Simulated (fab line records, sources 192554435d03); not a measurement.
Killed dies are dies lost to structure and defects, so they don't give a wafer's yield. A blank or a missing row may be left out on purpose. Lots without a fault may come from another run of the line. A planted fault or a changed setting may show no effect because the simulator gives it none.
Which tool did it? | flow n5_finfet | 12 lots, 36 wafers sampled, at 6 steps of a route of 1938

WHAT THE GAUGES READ, wafer by wafer
N5_BEOL_M2_THK_MEAS_53: measures by xrf.
lot  | measured     | on            | M2_THK (nm)
L075 | day 6 21:28  | film_metro-01 | 39.6 41.1 39.7
L077 | day 7 13:29  | film_metro-02 | 40.5 37.7 41.5
L079 | day 8 06:23  | film_metro-02 | 39.8 37.7 39.9
L081 | day 8 18:07  | film_metro-02 | 38.9 39.2 39.1
L083 | day 8 22:50  | film_metro-02 | 38.0 39.7 37.4
L086 | day 9 20:18  | film_metro-02 | 40.4 40.8 38.6
L087 | day 10 03:07 | film_metro-01 | 38.4 43.0 41.1
L089 | day 10 19:41 | film_metro-01 | 41.6 41.7 42.9
L091 | day 11 04:13 | film_metro-01 | 40.4 39.4 42.4
L092 | day 11 22:04 | film_metro-02 | 41.7 42.9 40.0
L095 | day 12 14:28 | film_metro-02 | 41.6 40.6 43.1
L097 | day 13 07:24 | film_metro-02 | 41.8 39.2 43.4

WHICH TOOL RAN EACH LOT (tool, then ch and the chambers of the sampled wafers, then the start)
lot  | N5_BEOL_M2_TRENCH_ETCH_37                     | N5_BEOL_M2_SPUTTER_48        | N5_BEOL_M2_ANNEAL_49         | N5_BEOL_M2_ANNEAL_80         | N5_BEOL_M2_ANNEAL_91
L075 | rie_diel-04 ch 0,1,3, day 6 18:38 or earlier  | pvd_sputter-02, day 6 18:38  | pvd_sputter-02, day 6 18:43  | pvd_sputter-02, day 6 18:56  | pvd_sputter-02, day 6 19:49
L077 | rie_diel-04 ch 1,2,3, day 7 10:56 or earlier  | pvd_sputter-01, day 7 10:56  | pvd_sputter-01, day 7 11:01  | pvd_sputter-01, day 7 11:14  | pvd_sputter-01, day 7 12:07
L079 | rie_diel-04 ch 0,2,3, day 8 03:50 or earlier  | pvd_sputter-03, day 8 03:50  | pvd_sputter-03, day 8 03:55  | pvd_sputter-03, day 8 04:08  | pvd_sputter-03, day 8 05:01
L081 | rie_diel-05 ch 0,2, day 8 15:34 or earlier    | pvd_sputter-01, day 8 15:34  | pvd_sputter-01, day 8 15:38  | pvd_sputter-01, day 8 15:52  | pvd_sputter-01, day 8 16:44
L083 | rie_diel-05 ch 0,2, day 8 20:17 or earlier    | pvd_sputter-01, day 8 20:17  | pvd_sputter-01, day 8 20:22  | pvd_sputter-01, day 8 20:35  | pvd_sputter-01, day 8 21:28
L086 | rie_diel-06 ch 1,2, day 9 17:45 or earlier    | pvd_sputter-02, day 9 17:45  | pvd_sputter-02, day 9 17:50  | pvd_sputter-02, day 9 18:03  | pvd_sputter-02, day 9 18:56
L087 | rie_diel-06 ch 1,2, day 10 00:34 or earlier   | pvd_sputter-01, day 10 00:34 | pvd_sputter-01, day 10 00:39 | pvd_sputter-01, day 10 00:52 | pvd_sputter-01, day 10 01:45
L089 | rie_diel-05 ch 0,2, day 10 17:08 or earlier   | pvd_sputter-02, day 10 17:08 | pvd_sputter-02, day 10 17:13 | pvd_sputter-02, day 10 17:26 | pvd_sputter-02, day 10 18:19
L091 | rie_diel-05 ch 1,2,3, day 11 01:38 or earlier | pvd_sputter-01, day 11 01:38 | pvd_sputter-01, day 11 01:43 | pvd_sputter-01, day 11 01:56 | pvd_sputter-01, day 11 02:49
L092 | rie_diel-05 ch 0,2,3, day 11 19:26 or earlier | pvd_sputter-03, day 11 19:26 | pvd_sputter-03, day 11 19:31 | pvd_sputter-03, day 11 19:44 | pvd_sputter-03, day 11 20:37
L095 | rie_diel-04 ch 2,3, day 12 11:55 or earlier   | pvd_sputter-03, day 12 11:55 | pvd_sputter-03, day 12 12:00 | pvd_sputter-03, day 12 12:13 | pvd_sputter-03, day 12 13:06
L097 | rie_diel-04 ch 0,3, day 13 04:51 or earlier   | pvd_sputter-02, day 13 04:51 | pvd_sputter-02, day 13 04:56 | pvd_sputter-02, day 13 05:09 | pvd_sputter-02, day 13 06:02
- N5_BEOL_M2_TRENCH_ETCH_37: etches SiOC in C4F6/O2, target depth 55.555 nm, time 29.2 s.
- N5_BEOL_M2_SPUTTER_48: material Cu, target thk 4.5 nm, time 8.29 s.
- N5_BEOL_M2_ANNEAL_49: time 240 s.
- N5_BEOL_M2_ANNEAL_80: time 240 s.
- N5_BEOL_M2_ANNEAL_91: time 240 s.

THE ANSWER, worked out from the rows above alone
Rule: what is usual is taken from the lots themselves. Put in order of their means at a reading, lots are off if they are a third of the lots or fewer, leave a main group of 4 or more, and stand apart from it by a gap of 3 or more times the standard deviation of the main group's means; of several such gaps the widest counts. A main group whose means are all the same, to the digits that the tables above print for the reading, isn't used. A lot without any number at a reading at which 4 lots or more have one is off too. The other lots that the step has rows for count as sound.
No lot is off at any reading shown: from this, nothing can be told.

WHAT THE SIMULATOR HAD PUT IN
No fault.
